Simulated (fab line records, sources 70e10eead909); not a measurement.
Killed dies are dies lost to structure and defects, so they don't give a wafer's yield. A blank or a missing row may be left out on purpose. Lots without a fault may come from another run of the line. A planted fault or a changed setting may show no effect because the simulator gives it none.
fab line records | flow nand_harc
record lots=7 wafers=21 last_day=24
route steps=1159 shown A_CHANNEL_HOLE_D1@486 A_CHANNEL_FILL_D1@490
lots that met no fault: from a run of the same line without faults
start_h: hours from the record's first day to the start of the lot's first wafer shown | wait_h: hours since the lot's step before | " the same as in the row above | L1.1+2: a row that stands for several wafers | - no value, or no start given | * or withheld: withheld | < > ~ a bound
route shown NAME@n: a module of which the file shows steps, and the number in the route of the first | usual: mean/standard deviation of fault-free wafers | same: alike in all rows | chamber/n: place in a boat | sites: the reading at each site | _std_site: their standard deviation | _edge_site: outer sites' mean less inner sites' | radius_mm: how far each site lies from the wafer's centre | mask NAME#n: copy n | behind: the tool/chamber that last shaped the wafer | hold: why the lot was held/for how many hours/how that ended | device: the transistor (n, p or np) that didn't switch | end of line: the same wafers' tests at the end of the route | a step without rows: its recipe alone | killed: dies lost to structure and defects at the first sort, not the wafer's yield | map: a wafer's dies, x killed, . not, _ none there
set.NAME: the setting as run; set.NAME@STEP: as run at that earlier step | model.NAME: the simulator's own value behind a step, which no gauge read
lots at some steps of the route; a table a step, a row a wafer
services: from which hour (start_h, from the record's first day; less than 0 if before it) a tool's chamber was out of use, for how many hours, and why
## steps
# step NHARC_A_CHANNEL_HOLE_D1_SRD_29
# step NHARC_A_CHANNEL_HOLE_D1_CD_MEAS_30
# usual cd_nm=89.7/0.8
# columns lot.wafer tool chamber start_h wait_h cd_nm
L531.1 cd_sem-03 - 199.56 - 90.2
L531.2 " - " " 88.7
L531.3 " - " " 89.1
L535.1 cd_sem-03 - 200.11 - 90.5
L535.3 " - " " 91.0
L535.4 " - " " 90.2
L543.2 cd_sem-03 - 261.48 - 89.3
L543.3 " - " " 91.2
L543.4 " - " " 90.7
L542.3 cd_sem-03 - 262.09 - 89.4
L542.4 " - " " 89.1
L542.5 " - " " 91.2
L547.1 cd_sem-02 - 280.50 - 90.1
L547.2 " - " " 89.7
L547.5 " - " " 89.5
L548.1 cd_sem-03 - 280.64 - 88.9
L548.5 " - " " 89.2
L548.6 " - " " 89.2
L552.1 cd_sem-01 - 309.82 - 88.4
L552.3 " - " " 89.9
L552.5 " - " " 90.7
# step NHARC_A_CHANNEL_HOLE_D1_XSEM_31
# recipe landing_energy_ev=35000
# step NHARC_A_CHANNEL_HOLE_D1_INSPECT_40
# usual raw_defect_count=60/17
# columns lot.wafer tool chamber start_h wait_h raw_defect_count
L531.1 defect_inspect-01 - 199.74 - 74
L531.2 " - " " 36
L531.3 " - " " 60
L535.1 defect_inspect-02 - 200.30 - 30
L535.3 " - " " 47
L535.4 " - " " 53
L543.2 defect_inspect-01 - 261.66 - 63
L543.3 " - " " 80
L543.4 " - " " 59
L542.3 defect_inspect-02 - 262.27 - 34
L542.4 " - " " 43
L542.5 " - " " 38
L547.1 defect_inspect-01 - 280.69 - 29
L547.2 " - " " 61
L547.5 " - " " 31
L548.1 defect_inspect-02 - 280.83 - 58
L548.5 " - " " 75
L548.6 " - " " 73
L552.1 defect_inspect-01 - 310.01 - 83
L552.3 " - " " 86
L552.5 " - " " 88
# step NHARC_A_CHANNEL_FILL_D1_PRECLEAN_00
# recipe time_s=* temp_c=50 bath_age_min=0 chemistry=SC1
# step NHARC_A_CHANNEL_FILL_D1_SRD_01
# step NHARC_A_CHANNEL_FILL_D1_ALD_02
# recipe target_thk_a=60 pulse_time_s=10 ald_cycles=60 temp_c=300 material=SiO2
# usual heater_power_w=438/40 precursor_pulse_height_rel=1.001/0.02 susceptor_temp_C=300.02/0.16
# columns lot.wafer tool chamber start_h wait_h heater_power_w precursor_pulse_height_rel since_wet_clean_h susceptor_temp_C
L531.1 ald_hk-01 0 199.94 - 450 1.019 140 299.93
L531.2 " 1 " " 481 0.987 140 300.22
L531.3 " 3 " " 556 0.979 140 299.87
L535.4 ald_hk-03 3 200.49 - 426 1.018 45 300.20
L535.1 " 1 " " 434 0.979 45 299.90
L535.3 " 2 " " 403 1.007 45 299.80
L543.3 ald_hk-03 1 261.86 - 431 1.009 106 -
L543.2 " 2 " " 410 1.013 107 -
L543.4 " 3 " " 420 0.988 107 -
L542.3 ald_hk-03 0 262.61 - 411 0.980 107 300.05
L542.4 " 1 " " 431 0.988 107 299.88
L542.5 " 3 " " 425 0.998 - 299.87
L547.2 ald_hk-01 3 281.03 - 573 0.992 43 300.03
L547.1 " 0 " " 456 1.015 43 300.13
L547.5 " 1 " " 446 0.982 - 300.32
L548.1 ald_hk-01 1 281.32 - 430 0.990 43 299.99
L548.5 " 1 " " 443 0.996 - 300.04
L548.6 " 2 " " 444 0.999 - 299.99
L552.1 ald_hk-04 2 310.35 - 442 0.972 109 300.15
L552.3 " 0 " " 438 0.984 110 299.99
L552.5 " 1 " " 527 1.036 - 300.23
# step NHARC_A_CHANNEL_FILL_D1_ALD_03
# recipe target_thk_a=60 pulse_time_s=60 ald_cycles=58 temp_c=630 pressure_torr=2 material=SiNx
# usual precursor_pulse_height_rel=0.998/0.02 susceptor_temp_C=630.0/0.3
# columns lot.wafer tool chamber start_h wait_h precursor_pulse_height_rel susceptor_temp_C
L531.1 ald_sin_batch-01 0 - - 1.011 630.1
L531.2 " 0 " " 1.006 629.9
L531.3 " 0 " " 0.984 630.1
L535.1 ald_sin_batch-01 0 - - 0.990 629.9
L535.3 " 0 " " 1.006 629.7
L535.4 " 0 " " 1.007 630.0
L542.3 ald_sin_batch-03 0 - - 1.009 629.8
L542.4 " 0 " " 1.014 630.8
L542.5 " 0 " " 1.003 630.3
L543.2 ald_sin_batch-03 0 - - 1.008 630.0
L543.3 " 0 " " 0.977 630.2
L543.4 " 0 " " 1.013 630.1
L547.1 ald_sin_batch-01 0 - - 1.005 -
L547.2 " 0 " " 1.013 -
L547.5 " 0 " " 0.993 -
L548.1 ald_sin_batch-01 0 - - 0.986 -
L548.5 " 0 " " 1.013 -
L548.6 " 0 " " 1.001 -
L552.1 ald_sin_batch-02 0 - - 1.046 630.6
L552.3 " 0 " " 0.979 630.4
L552.5 " 0 " " 1.027 630.1
# step NHARC_A_CHANNEL_FILL_D1_ALD_14
# recipe target_thk_a=25 pulse_time_s=10 ald_cycles=25 temp_c=300 material=SiO2
# step NHARC_A_CHANNEL_FILL_D1_ALD_15
# recipe target_thk_a=20 pulse_time_s=60 ald_cycles=19 temp_c=630 pressure_torr=2 material=SiNx
# usual precursor_pulse_height_rel=1.000/0.021 susceptor_temp_C=629.94/0.28
# columns lot.wafer tool chamber start_h wait_h precursor_pulse_height_rel susceptor_temp_C
L531.1 ald_sin_batch-02 0 - - 0.965 630.27
L531.2 " 0 " " 1.008 629.81
L531.3 " 0 " " 0.997 629.65
L535.1 ald_sin_batch-02 0 - - 1.001 629.80
L535.3 " 0 " " 1.031 629.27
L535.4 " 0 " " 1.030 629.60
L542.3 ald_sin_batch-02 0 - - 1.021 630.31
L542.4 " 0 " " 0.996 629.88
L542.5 " 0 " " 1.020 630.12
L543.2 ald_sin_batch-02 0 - - 0.990 629.86
L543.3 " 0 " " 1.011 629.84
L543.4 " 0 " " 0.970 630.01
L547.1 ald_sin_batch-01 0 - - 1.020 -
L547.2 " 0 " " 1.019 -
L547.5 " 0 " " 1.028 -
L548.1 ald_sin_batch-01 0 - - 0.974 -
L548.5 " 0 " " 0.985 -
L548.6 " 0 " " 1.026 -
L552.1 ald_sin_batch-01 0 - - 1.000 630.16
L552.3 " 0 " " 1.032 629.86
L552.5 " 0 " " 1.000 629.83
# step NHARC_A_CHANNEL_FILL_D1_ALD_16
# recipe target_thk_a=15 pulse_time_s=10 ald_cycles=15 temp_c=300 material=SiO2
# usual heater_power_w=454/46 precursor_pulse_height_rel=1.002/0.02 susceptor_temp_C=300.00/0.17
# columns lot.wafer tool chamber start_h wait_h heater_power_w precursor_pulse_height_rel since_wet_clean_h susceptor_temp_C
L535.3 ald_hk-04 3 209.91 0.2 443 1.000 9 300.28
L535.4 " 1 " " 510 0.989 9 300.04
L535.1 " 2 " " 454 1.025 9 299.85
L531.3 ald_hk-01 2 209.91 0.2 439 0.993 150 300.09
L531.2 " 0 " " 440 1.004 150 300.15
L531.1 " 1 " " 463 1.005 150 300.05
L543.2 ald_hk-03 2 275.50 1.5 411 0.996 120 300.18
L543.3 " 3 " " 427 1.001 120 299.98
L543.4 " 0 " " 405 1.000 120 299.63
L542.3 ald_hk-03 3 275.66 1.6 414 1.043 120 299.71
L542.4 " 0 " " 416 1.017 120 300.22
L542.5 " 3 " " 426 1.023 - 300.04
L547.2 ald_hk-01 3 293.38 0.0 562 0.984 55 299.85
L547.1 " 1 " " 448 0.991 55 299.97
L547.5 " 0 " " 472 0.987 - 300.00
L548.1 ald_hk-04 2 293.41 0.1 444 0.994 92 300.09
L548.6 " 1 " " 511 1.013 - 299.95
L548.5 " 2 " " 452 0.954 - 300.03
L552.1 ald_hk-01 2 324.52 1.0 430 1.019 86 299.69
L552.3 " 1 " " 441 0.962 86 299.96
L552.5 " 3 " " 563 0.972 - 299.95
# step NHARC_A_CHANNEL_FILL_D1_ANNEAL_17
# recipe temp_c=850 time_s=1800
# step NHARC_A_CHANNEL_FILL_D1_CVD_18
# recipe target_thk_a=30 temp_c=550 material=poly-Si
# columns lot.wafer tool chamber start_h wait_h
L531.1+2+3 lpcvd_poly-01 0 219.39 -
L531.1+2+3 lpcvd_poly-01 0 221.62 0.5
L535.1+3+4 lpcvd_poly-01 0 219.39 -
L535.1+3+4 lpcvd_poly-01 0 221.62 0.5
L542.3+4+5 lpcvd_poly-02 0 285.16 -
L542.3+4+5 lpcvd_poly-02 0 287.39 0.5
L543.2+3+4 lpcvd_poly-02 0 285.16 -
L547.1+2+5 lpcvd_poly-01 0 303.18 -
L548.1+5+6 lpcvd_poly-01 0 303.18 -
L552.1+3+5 lpcvd_poly-02 0 334.16 -
# step NHARC_A_CHANNEL_FILL_D1_ETCHBACK_19
# recipe target_depth_a=50 time_s=1.7 hbr_flow_sccm=150 cl2_flow_sccm=50 rf_w=400 icp_w=400 bias_w=100 chemistry=HBr/Cl2
# usual drypump_motor_current_A=5.61/0.28 he_backside_leak_sccm=2.7/0.31 mfc_cl2_sccm=49.98/0.16 oes_product_au=1.001/0.0078 rf_fwd_power_W=390.1/1.2 throttle_valve_pct=26.405/0.0099
# columns lot.wafer tool chamber start_h wait_h drypump_motor_current_A he_backside_leak_sccm mfc_cl2_sccm oes_product_au rf_fwd_power_W rf_hours_counter_h throttle_valve_pct
L531.1 rie_si-05 1 224.02 0.7 5.70 2.7 50.00 0.994 391.9 1.5 26.417
L531.2 " 2 " " 5.42 2.8 49.96 1.014 391.7 1.4 26.412
L531.3 " 3 " " 5.26 2.6 49.97 1.000 390.5 1.4 26.387
L535.3 rie_si-05 0 224.05 0.7 5.74 2.6 50.22 1.003 391.9 1.6 26.419
L535.1 " 1 " " 5.75 2.8 49.94 1.001 389.5 1.5 26.416
L535.4 " 2 " " 5.38 2.8 50.09 1.014 389.9 1.4 26.394
L543.2 rie_si-04 0 287.24 0.4 5.58 2.4 50.10 1.000 388.9 0 26.413
L543.3 " 1 " " 5.97 2.2 49.96 1.011 389.3 0 26.414
L543.4 " 3 " " 5.02 2.8 49.89 0.996 391.0 0 26.399
L542.3 rie_si-05 0 289.80 0.7 5.73 2.6 49.69 1.007 390.7 0.3 26.395
L542.4 " 3 " " 5.26 2.7 50.12 1.006 389.0 0.2 26.403
L542.5 " 0 " " 5.77 2.7 49.78 1.012 388.7 - 26.406
L547.2 rie_si-05 2 305.24 0.4 5.38 2.9 50.17 1.010 391.5 0.4 26.420
L547.1 " 1 " " 5.72 2.6 49.79 1.005 390.8 0.5 26.400
L547.5 " 2 " " 5.38 2.7 49.96 1.020 390.2 - 26.429
L548.1 rie_si-04 0 305.24 0.4 5.56 2.4 49.89 0.993 389.2 0.2 26.394
L548.5 " 0 " " 5.56 2.5 49.99 0.997 392.4 - 26.412
L548.6 " 1 " " 5.97 2.5 49.73 1.009 386.5 - 26.403
L552.3 rie_si-01 2 336.21 0.4 5.97 2.6 49.88 1.014 389.6 0.4 26.401
L552.1 " 3 " " 5.55 3.0 50.01 1.011 390.9 0.3 26.386
L552.5 " 3 " " 5.59 2.9 50.11 0.999 388.5 - 26.399
## services
# columns tool chamber start_h hours kind
rie_si-04 0 189.23 4.2 repair
ald_hk-04 - 191.05 10.0 pm
rie_si-05 3 204.54 7.1 repair
ald_sin_batch-03 - 208.19 13.1 repair
ald_hk-01 - 228.31 10.0 pm
ald_hk-01 0 228.31 10.0 vent_cycle
ald_hk-01 1 228.31 10.0 vent_cycle
ald_hk-01 2 228.31 10.0 vent_cycle
ald_hk-01 3 228.31 10.0 vent_cycle
rie_si-04 1 232.23 8.6 repair
ald_hk-01 0 238.31 - clean
ald_hk-01 1 238.31 - clean
ald_hk-01 2 238.31 - clean
ald_hk-01 3 238.31 - clean
rie_si-05 - 239.00 9.0 pm
ald_hk-04 - 258.74 1.5 repair
rie_si-04 - 276.00 9.0 pm
rie_si-01 1 298.26 5.7 repair
rie_si-01 - 304.00 9.0 pm
rie_si-05 - 312.81 0.1 repair
ald_sin_batch-03 - 314.00 26.0 pm
ald_hk-03 2 323.75 10.0 vent_cycle
ald_hk-03 3 323.75 10.0 vent_cycle
rie_si-04 1 331.15 4.1 repair
## key
first_sign step=NHARC_A_CHANNEL_FILL_D1_CVD_18 reading=visit direction=added
effect none on later readings
met_at NHARC_A_CHANNEL_FILL_D1_CVD_18
struck_wafers L531.1,L531.2,L531.3,L535.1,L535.3,L535.4,L542.3,L542.4,L542.5
later_rows_left_out L531.1,L531.2,L531.3,L535.1,L535.3,L535.4,L542.3,L542.4,L542.5
sort_left_out L531.1,L531.2,L531.3,L535.1,L535.3,L535.4,L542.3,L542.4,L542.5
tester_left_out L531,L535,L542
fault kind=repeated_step_whole tool=lpcvd_poly-01,lpcvd_poly-02,lpcvd_poly-03 chamber=- onset_h=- steps=NHARC_A_CHANNEL_FILL_D1_CVD_18 times=1 scope=struck_lots_only
# tester_left_out: of these lots the tester's yield and bins aren't shown, on N5 and GAA mostly nor the transistor test; their killed dies are dies lost to structure and defects alone, not to doping, threshold or leakage, so they don't give the yield
# sort_left_out: the simulated sort isn't trusted on such a fault, so these wafers' sort isn't shown, and their yield isn't known
# later_rows_left_out: the simulator's readings of these wafers behind a module that went badly wrong aren't trusted and aren't shown, but for the sort
